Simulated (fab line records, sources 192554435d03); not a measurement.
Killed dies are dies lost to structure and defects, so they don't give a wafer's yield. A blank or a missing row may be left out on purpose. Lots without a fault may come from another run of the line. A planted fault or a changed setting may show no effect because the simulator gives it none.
A struck lot beside a sound one | flow n5_finfet | 40 steps out of a route of 1938
Sound: wafers L718.1, L718.4, L718.5. Struck: wafers L736.1, L736.2, L736.4. The cause comes at the end.
At each step with rows: each side's tool, then ch and its chambers, then its first start. Under that, the readings that differ: sound wafers | struck wafers | difference of the means | sigmas: that difference in standard deviations of wafers without a fault.
alike: readings whose means differ by less than 2 such deviations, and words and numbers that are the same on both sides. not compared: withheld readings, readings that some wafer has no value for, bounds like >300 that may hide the same value, and numbers for which the record gives no deviation and whose values overlap.
The two part at a step that has a row with sigmas, a row that says differs or no value, or rows on one side only. Numbers that don't overlap but have no deviation are shown without sigmas and don't part them. A reading that every wafer of one side lacks parts them only if that side has two wafers or more.

first, 12 steps without rows for these wafers: N5_HKMG_FIN_ETCH_54 (etches SiARC in CF4, target depth 45.5 nm, time 75.8 s); N5_HKMG_FIN_ETCH_55 (etches SOC in N2/H2, target depth 240 nm, time 300 s); N5_HKMG_FIN_STRIP_56 (strips in N2/H2); N5_HKMG_FIN_STRIP_57 (strips in CF4); N5_HKMG_FIN_ETCH_58 (etches SOC in N2/H2, target depth 215.8 nm, time 741 s); N5_HKMG_FIN_STRIP_93 (strips SOC in N2/H2, time 20 s); N5_HKMG_FIN_WET_ETCH_76 (etches Al2O3 in dNH4OH, stops on La2O3, target depth 2.25 nm, rinse time 30 s); N5_HKMG_FIN_STRIP_60 (strips in N2/H2, time 360 s); N5_HKMG_FIN_WET_ETCH_77 (etches La2O3 in dHCl, stops on HfO2, target depth 2 nm); N5_HKMG_FIN_WET_ETCH_78 (etches Al2O3 in dNH4OH, stops on La2O3, target depth 4.5 nm, rinse time 30 s); N5_HKMG_FIN_ALD_79 (deposits TiN, target thk 1.5 nm, pulse time 1 s, purge time 3 s); N5_HKMG_FIN_CVD_62 (deposits a-Si from Si2H6, target thk 3 nm, time 20.8 s).
N5_HKMG_FIN_RTA_80: time 2 s.
  sound on rtp_anneal-02 ch 0, day 5 05:55; struck on rtp_anneal-01 ch 0, day 9 14:11
then, 25 steps without rows for these wafers: N5_HKMG_FIN_PRECLEAN_64 (cleans in dHF, time 30 s); N5_HKMG_FIN_WET_ETCH_65 (etches a-Si in TMAH, stops on TiN, time 49 s, target depth 3 nm); N5_HKMG_FIN_WET_ETCH_81 (etches TiN in SC1, stops on HfO2, time 57 s, target depth 6 nm); N5_HKMG_FIN_WET_ETCH_82 (etches La2O3 in dHCl, stops on HfO2, target depth 2 nm, rinse time 30 s); N5_HKMG_FIN_ALD_36 (deposits TiN, target thk 1 nm, pulse time 1 s, purge time 3 s); N5_HKMG_FIN_PWFM_ALD_03 (deposits TiN, target thk 2 nm, pulse time 1 s, purge time 3 s); N5_HKMG_FIN_COAT_29 (time 60 s, resist thk 300 nm); N5_HKMG_FIN_COAT_30 (time 60 s, resist thk 35 nm); N5_HKMG_FIN_COAT_06 (resist thk 90 nm); N5_HKMG_FIN_EBR_08; N5_HKMG_FIN_SOFTBAKE_07 (time 60 s); N5_HKMG_FIN_EXPOSE_09 (exposes mask NWFM); N5_HKMG_FIN_PEB_10 (peb time 60 s); N5_HKMG_FIN_DEVELOP_11 (develop time 30 s); N5_HKMG_FIN_DESCUM_17 (chemistry O2, time 7.9 s); N5_HKMG_FIN_ETCH_31 (etches SiARC in CF4, target depth 45.5 nm, time 75.8 s); N5_HKMG_FIN_ETCH_32 (etches SOC in N2/H2, target depth 240 nm, time 300 s); N5_HKMG_FIN_STRIP_33 (strips in N2/H2); N5_HKMG_FIN_STRIP_34 (strips in CF4); N5_HKMG_FIN_ETCH_35 (etches SOC in N2/H2, target depth 215.8 nm, time 243.4 s); N5_HKMG_FIN_STRIP_92 (strips SOC in N2/H2, time 20 s); N5_HKMG_FIN_WET_ETCH_18 (etches TiN in SC1, time 55 s, target depth 5.2 nm, rinse time 30 s); N5_HKMG_FIN_STRIP_19 (strips in N2/H2, time 360 s); N5_HKMG_FIN_ALD_91 (deposits TiN, target thk 1 nm, pulse time 1 s, purge time 3 s); N5_HKMG_FIN_COAT_85 (time 60 s, resist thk 300 nm).
-- the record jumps here: 4 days lie between the struck wafers' starts before and after (it left off in module HKMG_FIN and takes up again in module BEOL_M4, whose first step shown is number 1111 of the route) --
N5_BEOL_M4_RC_MEAS_101:
  sound on prober-01 ch 0, day 9 23:26; struck on prober-01 ch 0, day 13 20:20
  reading             | sound                   | struck                  | difference | sigmas
  IOFF_P_LONG (nA/um) | 0.000113 0.0001 9.9e-05 | 7.2e-05 6.8e-05 7.4e-05 | -3.3e-05   | -3
  ION_P (uA/um)       | 464 456 459             | 437 433 445             | -21        | -2
  VT_N_LVT (mV)       | 102 97 101              | 73 77 75                | -25        | -5
  VT_P (mV)           | -253 -249 -255          | -265 -266 -267          | -14        | -3
  VT_P_LONG (mV)      | -275.9 -277.9 -276.6    | -290.7 -290.6 -292.9    | -14.6      | -5
  alike: DIBL_N, DIBL_P, IOFF_N, IOFF_P, IOFF_P_LIN, ION_N, SS_N, SS_P, VT_N
-- the record jumps here: 4 days lie between the struck wafers' starts before and after (it left off in module BEOL_M4 and takes up again in module PASSIVATION, whose first step shown is number 1936 of the route) --
N5_PASSIVATION_PROBE_49:
  sound on prober-01, day 14 07:09; struck on prober-01, day 18 02:49
  reading              | sound          | struck         | difference | sigmas
  sort_bin_8_speed (%) | 0 0 0          | 6.3 26.3 0.2   | +10.9      | +8
  sort_n_pass          | 1071 1079 1098 | 1024 770 1088  | -122       | -5
  sort_yield_pct (%)   | 90.8 91.4 93.1 | 86.8 65.3 92.2 | -10.3      | -5
  alike: defect_limited_yield, killed_at_M0_to_M3, killed_at_M4_up, killed_at_contacts, killed_at_front_end, killed_at_other, killed_dies, killed_open, killed_short, sort_bin_5_function, sort_bin_6_memory

WHERE THEY PART
First at N5_BEOL_M4_RC_MEAS_101; last, within this record, at N5_PASSIVATION_PROBE_49.

WHY: what the simulator had put in
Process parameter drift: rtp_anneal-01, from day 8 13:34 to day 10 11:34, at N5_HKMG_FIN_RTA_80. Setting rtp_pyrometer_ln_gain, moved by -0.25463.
